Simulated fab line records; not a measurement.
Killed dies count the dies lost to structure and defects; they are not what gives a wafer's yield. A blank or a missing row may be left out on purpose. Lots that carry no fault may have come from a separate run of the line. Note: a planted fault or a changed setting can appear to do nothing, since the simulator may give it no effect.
Matching of chambers    flow n5-finfet    3 sister chambers for N5_MOL_CONTACT_COAG_CO_FILL_22 on cvd-co-01
The step material Co, precursor CCTBA/H2, target thk 20 nm. 24 wafers are shown with their chamber, then 12 later ones without.

EACH WAFER AND ITS CHAMBER
wafer   chamber  heater-power-w (W)  chamber-pressure-Torr (Torr)
L076.2  2        201                 30.01
L076.4  0        233                 29.93
L076.6  2        197                 30.00
L078.3  1        206                 29.92
L078.4  0        230                 30.08
L078.5  1        208                 29.93
L079.1  2        199                 29.93
L079.4  0        226                 29.99
L079.6  2        195                 29.91
L083.2  1        208                 30.08
L083.4  1        203                 29.97
L083.5  2        196                 30.03
L081.2  2        197                 29.99
L081.4  1        204                 29.97
L081.6  0        227                 30.01
L082.1  1        201                 29.99
L082.4  2        201                 30.10
L082.6  1        198                 29.96
L086.4  2        195                 30.07
L086.5  1        208                 29.91
L086.6  0        234                 29.98
L088.1  2        199                 30.06
L088.2  1        206                 29.88
L088.6  0        234                 30.00

SIGNATURES, as means of the wafers listed above
reading                chamber 0  chamber 1  chamber 2  scatter within a chamber
heater-power-w         230.67     204.67     197.78     3.12
chamber-pressure-Torr  29.9983    29.9567    30.0111    0.0578
Rule: a wafer's distance from a chamber is the root of the sum, over the readings, of the square of ((its reading less the chamber's mean) divided by the reading's scatter). The wafer belongs to the nearest chamber; if the next one is less than 2 further off, it can't be placed. The scatter: take each reading less its chamber's mean, square it, sum over the shown wafers, divide by the number of wafers less the number of chambers, and take the root.

WAFERS WITHOUT THEIR CHAMBER
wafer   heater-power-w (W)  chamber-pressure-Torr (Torr)
L089.1  229                 30.01
L089.3  195                 29.95
L089.5  198                 30.05
L092.1  233                 29.99
L092.3  199                 30.00
L092.6  229                 30.18
L093.1  224                 29.94
L093.3  199                 30.02
L093.5  205                 30.01
L096.1  202                 30.06
L096.3  202                 29.98
L096.5  203                 30.07

EACH ONE'S CHAMBER
wafer   from the rows above      in truth
L089.1  0                        0
L089.3  can't be placed: 2 or 1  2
L089.5  can't be placed: 2 or 1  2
L092.1  0                        0
L092.3  can't be placed: 2 or 1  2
L092.6  0                        0
L093.1  0                        0
L093.3  can't be placed: 2 or 1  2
L093.5  can't be placed: 1 or 2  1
L096.1  can't be placed: 2 or 1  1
L096.3  can't be placed: 1 or 2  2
L096.5  can't be placed: 2 or 1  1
4 of 12 placed correctly. Cannot be placed on the basis of these rows: 8; the candidates contain the true chamber in 8. Placed wrongly: 0.
